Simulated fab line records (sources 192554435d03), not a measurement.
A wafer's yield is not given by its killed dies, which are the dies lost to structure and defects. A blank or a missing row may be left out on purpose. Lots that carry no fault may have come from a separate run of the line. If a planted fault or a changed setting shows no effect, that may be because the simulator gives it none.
A lot that was struck, set against a sound lot | flow n5 finfet | 35 steps out of a route of 1938
Sound: the wafers L265.4, L265.5, L265.6. Wafers L255.3, L255.4, L255.6 were the ones struck. The cause is given at the end.
For every step that has rows: the tool of each side, followed by ch and its chambers, followed by its first start. Under that, the readings that differ: sound wafers | struck wafers | difference of the means | sigmas: that difference in standard deviations of wafers without a fault.
alike: a reading whose means differ by less than 2 such deviations, as well as words and numbers matching on both sides. not compared: withheld readings; readings where some wafer has no value; bounds like >300 that might hide an equal value; numbers whose values overlap and for which the record gives no deviation.
A row with sigmas, a row that says differs or no value, or rows on one side alone: a step with any of these is where the two part. When numbers do not overlap yet have no deviation, they are printed without sigmas and do not part them. A reading missing from all wafers of one side parts the sides only when that side holds two or more wafers.

first, 9 steps without rows for these wafers: N5_BEOL_M2_DEVELOP_10 (develop time 30 s); N5_BEOL_M2_DESCUM_16 (chemistry O2, time 7 s); N5_BEOL_M2_ETCH_74 (etches underlayer in N2/H2, target depth 6.5 nm, time 5.2 s); N5_BEOL_M2_ETCH_63 (etches SiARC in CF4, target depth 15.6 nm, time 26 s); N5_BEOL_M2_ETCH_64 (etches SOC in N2/H2, target depth 75 nm, overetch 22.5 nm, time 121.9 s); N5_BEOL_M2_STRIP_65 (strips in N2/H2); N5_BEOL_M2_STRIP_75 (strips in N2/H2); N5_BEOL_M2_STRIP_66 (strips in CF4); N5_BEOL_M2_HM_OPEN_17 (chemistry Cl2/BCl3, target TiN, target depth 20 nm, overetch 6 nm).
N5_BEOL_M2_STRIP_19: strips in O2.
  sound on rie diel-05 ch 0,1,2, day 11 12:04; struck on rie diel-04 ch 0,2, day 8 20:28
  alike: drypump motor current A, o2 flow sccm, oes product au, rf vpp V, showerhead plenum p Torr, temp c, throttle valve pct
  not compared: rf hours counter h
then, 24 steps without rows for these wafers: N5_BEOL_M2_COAT_67 (time 60 s, resist thk 60 nm); N5_BEOL_M2_COAT_68 (time 60 s, resist thk 12 nm); N5_BEOL_M2_COAT_76 (time 60 s, resist thk 5 nm); N5_BEOL_M2_COAT_22 (resist thk 30 nm); N5_BEOL_M2_EBR_24; N5_BEOL_M2_SOFTBAKE_23 (time 60 s); N5_BEOL_M2_EXPOSE_25 (exposes mask V1, defocus 5 nm); N5_BEOL_M2_PEB_26 (peb time 60 s); N5_BEOL_M2_DEVELOP_27 (develop time 30 s); N5_BEOL_M2_DESCUM_33 (chemistry O2, time 7 s); N5_BEOL_M2_ETCH_77 (etches underlayer in N2/H2, target depth 6.5 nm, time 5.2 s); N5_BEOL_M2_ETCH_69 (etches SiARC in CF4, target depth 15.6 nm, time 26 s); N5_BEOL_M2_ALD_98 (deposits SiO2, target thk 2.5 nm, pulse time 1 s, co reactant pulse time 1 s); N5_BEOL_M2_ETCHBACK_99 (etches SiO2 in CHF3, target depth 5 nm, time 10.4 s); N5_BEOL_M2_ETCH_70 (etches SOC in N2/H2, target depth 80 nm, overetch 24 nm, time 130 s); N5_BEOL_M2_STRIP_71 (strips in N2/H2); N5_BEOL_M2_STRIP_78 (strips in N2/H2); N5_BEOL_M2_VIA_ETCH_34 (etches the open film in C4F6/O2, target depth 69.4 nm, time 65.9 s); N5_BEOL_M2_STRIP_83 (strips in C4F6/O2); N5_BEOL_M2_STRIP_36 (strips in N2/H2); N5_BEOL_M2_TRENCH_ETCH_37 (etches SiOC in C4F6/O2, target depth 55.555 nm, time 29.2 s); N5_BEOL_M2_ETCH_41 (etches SiCN in CH3F/O2, target depth 29.9 nm, time 52.5 s); N5_BEOL_M2_STRIP_97 (strips in N2/H2, time 10 s); N5_BEOL_M2_HM_STRIP_39 (strips TiN in peroxide tin strip, target depth 25 nm, time 158 s).
-- the record jumps here: 6 days lie between the struck wafers' starts before and after (it left off in module BEOL_M2 and takes up again in module PASSIVATION, whose first step shown is number 1936 of the route) --
N5_PASSIVATION_PROBE_49:
  sound on prober-02 at day 17 16:22; struck on prober-02 at day 14 13:50
  reading                  | sound          | struck         | difference | sigmas
  defect limited yield (%) | 90.6 92.8 91.0 | 86.4 82.9 85.8 | -6.4       | -4
  killed_at_M0_to_M3       | 63 47 53       | 120 157 126    | +80        | +7
  killed dies              | 111 85 106     | 161 202 168    | +76        | +4
  sort_bin_5_function (%)  | 5.6 4.7 5.0    | 9.3 10.2 10.0  | +4.7       | +5
  sort n pass              | 1069 1095 1074 | 1019 978 1012  | -76        | -4
  sort yield pct (%)       | 90.6 92.8 91.0 | 86.4 82.9 85.8 | -6.4       | -4
  alike: killed_at_M4_up, killed at contacts, killed at front end, killed at other, killed on rim, killed open, killed short, sort_bin_6_memory

== WHERE THEY PART ==
Within this record, at N5_PASSIVATION_PROBE_49 only.

WHY: what had been put in by the simulator
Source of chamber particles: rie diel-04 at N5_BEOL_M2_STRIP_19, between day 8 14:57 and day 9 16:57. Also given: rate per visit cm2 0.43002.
